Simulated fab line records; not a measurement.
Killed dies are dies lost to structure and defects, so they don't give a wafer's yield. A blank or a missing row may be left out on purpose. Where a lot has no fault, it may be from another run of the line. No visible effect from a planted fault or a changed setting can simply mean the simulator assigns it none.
Split-lot experiment :: flow n5-finfet :: 21 wafers read from 7 lots, route of 1938 steps

== ON THE SPLIT ==
At N5_BEOL_M5_COAT_22 (resist thk 30 nm), the setting spin-rpm was moved away from the recipe's 1500 rpm on 4 of the 21 wafers read, by -8.6% to +9.7%. This setting was run at the recipe's value on the other wafers.

== FROM THE SPLIT TO THE READING: what the file shows between them, 3 steps ==
- N5_BEOL_M5_EBR_24
- N5_BEOL_M5_SOFTBAKE_23: time 60 s
- N5_BEOL_M5_DESCUM_33: chemistry O2, time 7 s

== THE READING ==
CAR-EUV_of_BEOL_M5_COAT_22.thk-nm (the simulator's own value, which no gauge read), in nm, at N5_BEOL_M5_ETCH_75 (etches underlayer in N2/H2, target depth 6.5 nm, time 5.2 s). There is no usual value for it anywhere in the file. Here, 17 wafers ran the recipe; their average is 20.3 nm with a standard deviation of 0.098 nm.

wafer: L077.1
tool, chamber at the split: litho-track-02, 0
spin-rpm as run, rpm: 1500
against the recipe: recipe
CAR-EUV_of_BEOL_M5_COAT_22.thk-nm, nm: 20.4
against lot-mates on the recipe: -

wafer: L077.2
tool, chamber at the split: litho-track-02, 0
spin-rpm as run, rpm: 1500
against the recipe: recipe
CAR-EUV_of_BEOL_M5_COAT_22.thk-nm, nm: 20.4
against lot-mates on the recipe: -

wafer: L077.3
tool, chamber at the split: litho-track-02, 0
spin-rpm as run, rpm: 1500
against the recipe: recipe
CAR-EUV_of_BEOL_M5_COAT_22.thk-nm, nm: 20.4
against lot-mates on the recipe: -

wafer: L079.3
tool, chamber at the split: litho-track-01, 0
spin-rpm as run, rpm: 1500
against the recipe: recipe
CAR-EUV_of_BEOL_M5_COAT_22.thk-nm, nm: 20.4
against lot-mates on the recipe: -

wafer: L079.4
tool, chamber at the split: litho-track-01, 0
spin-rpm as run, rpm: 1500
against the recipe: recipe
CAR-EUV_of_BEOL_M5_COAT_22.thk-nm, nm: 20.4
against lot-mates on the recipe: -

wafer: L079.6
tool, chamber at the split: litho-track-01, 0
spin-rpm as run, rpm: 1500
against the recipe: recipe
CAR-EUV_of_BEOL_M5_COAT_22.thk-nm, nm: 20.4
against lot-mates on the recipe: -

wafer: L082.2
tool, chamber at the split: litho-track-01, 0
spin-rpm as run, rpm: 1500
against the recipe: recipe
CAR-EUV_of_BEOL_M5_COAT_22.thk-nm, nm: 20.2
against lot-mates on the recipe: -

wafer: L082.3
tool, chamber at the split: litho-track-01, 0
spin-rpm as run, rpm: 1500
against the recipe: recipe
CAR-EUV_of_BEOL_M5_COAT_22.thk-nm, nm: 20.2
against lot-mates on the recipe: -

wafer: L082.4
tool, chamber at the split: litho-track-01, 0
spin-rpm as run, rpm: 1500
against the recipe: recipe
CAR-EUV_of_BEOL_M5_COAT_22.thk-nm, nm: 20.2
against lot-mates on the recipe: -

wafer: L084.1
tool, chamber at the split: litho-track-04, 0
spin-rpm as run, rpm: 1500
against the recipe: recipe
CAR-EUV_of_BEOL_M5_COAT_22.thk-nm, nm: 20.2
against lot-mates on the recipe: -

wafer: L084.4
tool, chamber at the split: litho-track-04, 0
spin-rpm as run, rpm: 1500
against the recipe: recipe
CAR-EUV_of_BEOL_M5_COAT_22.thk-nm, nm: 20.2
against lot-mates on the recipe: -

wafer: L084.5
tool, chamber at the split: litho-track-04, 0
spin-rpm as run, rpm: 1645
against the recipe: +9.7%
CAR-EUV_of_BEOL_M5_COAT_22.thk-nm, nm: 18.8
against lot-mates on the recipe: -1.4

wafer: L085.1
tool, chamber at the split: litho-track-04, 0
spin-rpm as run, rpm: 1500
against the recipe: recipe
CAR-EUV_of_BEOL_M5_COAT_22.thk-nm, nm: 20.2
against lot-mates on the recipe: -

wafer: L085.4
tool, chamber at the split: litho-track-04, 0
spin-rpm as run, rpm: 1371
against the recipe: -8.6%
CAR-EUV_of_BEOL_M5_COAT_22.thk-nm, nm: 21.6
against lot-mates on the recipe: +1.4

wafer: L085.5
tool, chamber at the split: litho-track-04, 0
spin-rpm as run, rpm: 1371
against the recipe: -8.6%
CAR-EUV_of_BEOL_M5_COAT_22.thk-nm, nm: 21.8
against lot-mates on the recipe: +1.6

wafer: L087.2
tool, chamber at the split: litho-track-04, 0
spin-rpm as run, rpm: 1500
against the recipe: recipe
CAR-EUV_of_BEOL_M5_COAT_22.thk-nm, nm: 20.2
against lot-mates on the recipe: -

wafer: L087.3
tool, chamber at the split: litho-track-04, 0
spin-rpm as run, rpm: 1500
against the recipe: recipe
CAR-EUV_of_BEOL_M5_COAT_22.thk-nm, nm: 20.2
against lot-mates on the recipe: -

wafer: L087.4
tool, chamber at the split: litho-track-04, 0
spin-rpm as run, rpm: 1500
against the recipe: recipe
CAR-EUV_of_BEOL_M5_COAT_22.thk-nm, nm: 20.2
against lot-mates on the recipe: -

wafer: L097.3
tool, chamber at the split: litho-track-02, 0
spin-rpm as run, rpm: 1500
against the recipe: recipe
CAR-EUV_of_BEOL_M5_COAT_22.thk-nm, nm: 20.4
against lot-mates on the recipe: -

wafer: L097.5
tool, chamber at the split: litho-track-02, 0
spin-rpm as run, rpm: 1500
against the recipe: recipe
CAR-EUV_of_BEOL_M5_COAT_22.thk-nm, nm: 20.2
against lot-mates on the recipe: -

wafer: L097.6
tool, chamber at the split: litho-track-02, 0
spin-rpm as run, rpm: 1568
against the recipe: +4.5%
CAR-EUV_of_BEOL_M5_COAT_22.thk-nm, nm: 19.8
against lot-mates on the recipe: -0.5

THE FIT
A straight line over all 21 wafers: CAR-EUV_of_BEOL_M5_COAT_22.thk-nm changes by -0.156 nm for each +1% of spin-rpm; r = -0.98; the points scatter about the line by 0.11 nm.
The same after taking each lot's own level away (the mean of its wafers on the recipe; 21 wafers): -0.158 nm for each +1%; r = -0.99; scatter 0.081 nm.
The reading moves by 1.5 nm for the largest change in spin-rpm, on that fit.
The lots' own levels span 20.20 to 20.40 nm, that is 2.0 times the standard deviation above.
Hence the lot-to-lot level has little effect on the slope; both slopes agree.
Check: -1.58 nm against its lot-mates is what the line predicts for one of the wafers moved furthest among these (+9.7%) when that wafer is left out of the fit. It came out at -1.4 nm against them.

== THESE WAFERS: OTHER SPLITS ==
Other splits were also applied to these wafers ahead of the reading. Each is held against what the fit with the lots' levels taken away leaves over:
other split on the same wafers: N5_BEOL_M0_CUTY_COAT_50 spin-rpm
wafers away from the commonest value: 4
r with CAR-EUV_of_BEOL_M5_COAT_22.thk-nm (lot level and that fit taken away): -0.03

other split on the same wafers: N5_BEOL_M1_ETCH_74 bias-w
wafers away from the commonest value: 9
r with CAR-EUV_of_BEOL_M5_COAT_22.thk-nm (lot level and that fit taken away): +0.13

other split on the same wafers: N5_BEOL_M2_DESCUM_33 time-s
wafers away from the commonest value: 7
r with CAR-EUV_of_BEOL_M5_COAT_22.thk-nm (lot level and that fit taken away): +0.11

other split on the same wafers: N5_BEOL_M2_ETCHBACK_99 time-s
wafers away from the commonest value: 5
r with CAR-EUV_of_BEOL_M5_COAT_22.thk-nm (lot level and that fit taken away): +0.01

other split on the same wafers: N5_BEOL_M3_ALD_98 ald-cycles
wafers away from the commonest value: 11
r with CAR-EUV_of_BEOL_M5_COAT_22.thk-nm (lot level and that fit taken away): +0.49

other split on the same wafers: N5_BEOL_M4_COAT_62 spin-rpm
wafers away from the commonest value: 8
r with CAR-EUV_of_BEOL_M5_COAT_22.thk-nm (lot level and that fit taken away): -0.02

other split on the same wafers: N5_BEOL_M4_EXPOSE_08 dose-mj
wafers away from the commonest value: 8
r with CAR-EUV_of_BEOL_M5_COAT_22.thk-nm (lot level and that fit taken away): -0.02

other split on the same wafers: N5_BEOL_M5_ETCH_72 bias-w
wafers away from the commonest value: 6
r with CAR-EUV_of_BEOL_M5_COAT_22.thk-nm (lot level and that fit taken away): +0.02

== THE WHOLE CHAIN: every reading that the file lists as answering this split, in the file's order ==
step: N5_BEOL_M5_COAT_22
what it does: resist thk 30 nm
reading: CAR-EUV_of_BEOL_M5_COAT_22.thk-nm (the simulator's own value, which no gauge read)
change (the file's fit): -0.138 nm for each +1% of the setting
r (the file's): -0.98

step: N5_BEOL_M5_ETCH_75
what it does: etches underlayer in N2/H2, target depth 6.5 nm, time 5.2 s
reading: CAR-EUV_of_BEOL_M5_COAT_22.thk-nm (the simulator's own value, which no gauge read)
change (the file's fit): -0.153 nm for each +1% of the setting
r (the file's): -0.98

== THE FILE'S OWN FIT ==
CAR-EUV_of_BEOL_M5_COAT_22.thk-nm changes by -0.153 nm for each +1% of spin-rpm, r = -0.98.
